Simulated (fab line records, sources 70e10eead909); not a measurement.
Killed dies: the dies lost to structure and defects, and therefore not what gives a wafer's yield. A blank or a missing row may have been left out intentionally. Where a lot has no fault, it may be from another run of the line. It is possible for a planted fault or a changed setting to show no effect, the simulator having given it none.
Which of the tools did it? | flow nand_harc | 14 lots with 40 wafers sampled at 5 steps, on a route of 1302 steps

== WHAT THE GAUGES READ, wafer by wafer ==
NHARC_A_ONON_D1_THK_MEAS_14: measures by ellipsometry. Usual: thk_nm at 1004 nm, with a standard deviation of 8.6.
lot  | measured     | on            | thk_nm (nm)    | flag
L754 | day 8 00:07  | film_metro-01 | 999 998 997    |
L755 | day 8 00:07  | film_metro-01 | 996 997 998    |
L756 | day 8 14:09  | film_metro-01 | 1008 1009 1009 |
L757 | day 9 01:58  | film_metro-01 | 991 995 993    |
L758 | day 9 13:48  | film_metro-01 | 1003 1005 1005 |
L759 | day 9 21:46  | film_metro-01 | 1001 1001 1002 |
L760 | day 10 13:40 | film_metro-01 | 1011 1009 1010 |
L761 | day 10 20:26 | film_metro-01 | 1000 1001 1001 |
L762 | day 11 08:08 | film_metro-02 | 991 994 993    |
L772 | day 15 15:58 | film_metro-01 | 1016 1014 1016 |
L773 | day 15 23:52 | film_metro-01 | 1009           |
L775 | day 16 16:13 | film_metro-01 | 1015 1012 1014 |
L776 | day 17 01:49 | film_metro-01 | 1004 1006 1006 |
L777 | day 17 11:18 | film_metro-01 | 996 996 997    |

NHARC_A_ONON_D1_THK_MEAS_21: measures by ellipsometry. Usual: thk_nm at 1002 nm, with a standard deviation of 9.5.
lot  | measured     | on            | thk_nm (nm)                   | flag
L754 | day 8 08:30  | film_metro-01 | 1000 1001 1001                |
L755 | day 8 08:29  | film_metro-02 | 1000 999 1001                 |
L756 | day 8 22:47  | film_metro-02 | 990 991 990                   |
L757 | day 9 10:41  | film_metro-02 | 1001 1001 1001                |
L758 | day 9 21:59  | film_metro-02 | 1001 1004 1001                |
L759 | day 10 06:08 | film_metro-02 | 1018 1017 1017                |
L760 | day 10 22:34 | film_metro-01 | 1008 1006 1007                |
L761 | day 11 06:24 | film_metro-02 | 1007 1005 1007                |
L762 | day 11 16:45 | film_metro-01 | 1013 1014 1015                |
L772 | day 16 01:00 | film_metro-01 | 1562 1561 1562 1561 1564 1563 | OFF
L773 | day 16 09:39 | film_metro-01 | 1575 1575                     | OFF
L775 | day 17 02:23 | film_metro-01 | 1015 1017 1017                |
L776 | day 17 10:12 | film_metro-02 | 1008 1008 1007                |
L777 | day 17 20:01 | film_metro-01 | 990 990 991                   |

== TOOL THAT RAN EACH LOT (tool first, then ch and the chambers of the sampled wafers, then the start) ==
lot  | NHARC_P_BONDPAD_CMP_19        | NHARC_A_ZERO_WELL_RTA_16         | NHARC_A_ONON_D1_DEP_19
L754 | cmp-03 ch 2,3, day 6 21:59    | rtp_anneal-01 ch 0, day 7 01:10  | pecvd_onon-03 ch 0, day 8 08:03
L755 | cmp-01 ch 0,2,3, day 6 22:34  | rtp_anneal-01 ch 0, day 7 01:43  | pecvd_onon-02 ch 0, day 8 08:02
L756 | cmp-01 ch 0,2,3, day 7 09:59  | rtp_anneal-01 ch 0, day 7 12:58  | pecvd_onon-04 ch 0, day 8 22:17
L757 | cmp-01 ch 1,2,3, day 7 23:31  | rtp_anneal-02 ch 0, day 8 02:29  | pecvd_onon-03 ch 0, day 9 10:10
L758 | cmp-02 ch 0,2,3, day 8 10:37  | rtp_anneal-02 ch 0, day 8 13:43  | pecvd_onon-02 ch 0, day 9 21:29
L759 | cmp-02 ch 1,2,3, day 8 17:48  | rtp_anneal-02 ch 0, day 8 20:53  | pecvd_onon-04 ch 0, day 10 05:37
L760 | cmp-02 ch 0,1,3, day 9 09:31  | rtp_anneal-01 ch 0, day 9 12:37  | pecvd_onon-04 ch 0, day 10 22:03
L761 | cmp-02 ch 1,3, day 9 17:57    | rtp_anneal-01 ch 0, day 9 20:58  | pecvd_onon-04 ch 0, day 11 05:57
L762 | cmp-02 ch 0,2,3, day 10 00:28 | rtp_anneal-02 ch 0, day 10 03:25 | pecvd_onon-04 ch 0, day 11 16:14
L772 | cmp-02 ch 0,1, day 14 14:07   | rtp_anneal-02 ch 0, day 14 17:22 | pecvd_onon-04 ch 0, day 16 00:37
L773 | cmp-03 ch 3, day 14 21:38     | rtp_anneal-02 ch 0, day 15 00:56 | pecvd_onon-04 ch 0, day 16 09:19
L775 | cmp-02 ch 1,2,3, day 15 13:53 | rtp_anneal-01 ch 0, day 15 17:07 | pecvd_onon-03 ch 0, day 17 01:52
L776 | cmp-02 ch 0,1,2, day 15 21:45 | rtp_anneal-01 ch 0, day 16 00:45 | pecvd_onon-02 ch 0, day 17 09:45
L777 | cmp-01 ch 2,3, day 16 08:52   | rtp_anneal-01 ch 0, day 16 12:08 | pecvd_onon-03 ch 0, day 17 19:41
- NHARC_P_BONDPAD_CMP_19: polishes, t overpolish 30 s, cu recess touch 16 s, target thk 160.81 nm.
- NHARC_A_ZERO_WELL_RTA_16: time 10 s.
- NHARC_A_ONON_D1_DEP_19: target thk 1000 nm.

== WHAT THE TOOLS THEMSELVES READ (means of the sampled wafers that have a number; where no wafer has one, the mark that the record gives instead) ==
NHARC_P_BONDPAD_CMP_19. Usual: motor_current_A 12.3 A, standard deviation 0.95; overpolish_run_s 30.000 s, standard deviation 0.0094.
lot  | tool   | motor_current_A (A) | overpolish_run_s (s) | flag
L754 | cmp-03 | 11.9                | 30.001               |
L755 | cmp-01 | 12.8                | 30.004               |
L756 | cmp-01 | 12.6                | 30.002               |
L757 | cmp-01 | 13.1                | 30.003               |
L758 | cmp-02 | 12.5                | 30.000               |
L759 | cmp-02 | 12.2                | 30.006               |
L760 | cmp-02 | 11.5                | 30.014               |
L761 | cmp-02 | 11.4                | 30.001               |
L762 | cmp-02 | 12.4                | 30.001               |
L772 | cmp-02 | 11.0                | 30.010               |
L773 | cmp-03 | 11.7                | 30.004               |
L775 | cmp-02 | 12.2                | 30.004               |
L776 | cmp-02 | 12.1                | 29.991               |
L777 | cmp-01 | 12.5                | 29.999               |

NHARC_A_ZERO_WELL_RTA_16. Usual: lamp_power_pct 27.8 %, standard deviation 1.9; lamp_zone_3_pct 27.8 %, standard deviation 1.9; wafer_temp_C_max 1003.3, standard deviation 1.
lot  | tool          | lamp_power_pct (%) | lamp_zone_3_pct (%) | wafer_temp_C_max | flag
L754 | rtp_anneal-01 | 29.3               | 29.3                | 1004.8           |
L755 | rtp_anneal-01 | 29.3               | 29.4                | 1004.5           |
L756 | rtp_anneal-01 | 29.4               | 29.4                | 1004.2           |
L757 | rtp_anneal-02 | 25.6               | 25.6                | 1002.1           |
L758 | rtp_anneal-02 | 25.5               | 25.6                | 1002.0           |
L759 | rtp_anneal-02 | 25.6               | 25.6                | 1003.1           |
L760 | rtp_anneal-01 | 29.4               | 29.4                | 1003.1           |
L761 | rtp_anneal-01 | 29.4               | 29.4                | 1003.9           |
L762 | rtp_anneal-02 | 25.5               | 25.5                | 1003.2           |
L772 | rtp_anneal-02 | 25.6               | 25.6                | 1002.6           |
L773 | rtp_anneal-02 | 25.6               | 25.5                | 1003.1           |
L775 | rtp_anneal-01 | 29.4               | 29.4                | 1004.0           |
L776 | rtp_anneal-01 | 29.3               | 29.3                | 1004.0           |
L777 | rtp_anneal-01 | 29.3               | 29.3                | 1003.6           |

== THE ANSWER, worked out from the rows above alone ==
Rule: a lot is off if the mean of its wafers that have a number lies more than 3 standard deviations from the usual mean. A lot without any number at a reading at which 4 lots or more have one is off too. Where the step has rows for the other lots, those lots are counted as sound. The gauges are gone through in route order, then the tools' own readings, and for those a lot's mean is taken as printed above. The first step at which some lot is off is used, and at that step the reading that is off furthest; a lot without a number counts as furthest.
Off at NHARC_A_ONON_D1_THK_MEAS_21 (thk_nm): L772, L773.
A tool fits if, at a process step before that reading, it ran every lot that is off, and no sound lot after the first of them. Gauges at NHARC_A_ONON_D1_THK_MEAS_21: tried the same way as those tools. 2 tools fit, rtp_anneal-02 at NHARC_A_ZERO_WELL_RTA_16 and pecvd_onon-04 at NHARC_A_ONON_D1_DEP_19, so this cannot tell which one it is.

== WHAT THE SIMULATOR HAD INSERTED ==
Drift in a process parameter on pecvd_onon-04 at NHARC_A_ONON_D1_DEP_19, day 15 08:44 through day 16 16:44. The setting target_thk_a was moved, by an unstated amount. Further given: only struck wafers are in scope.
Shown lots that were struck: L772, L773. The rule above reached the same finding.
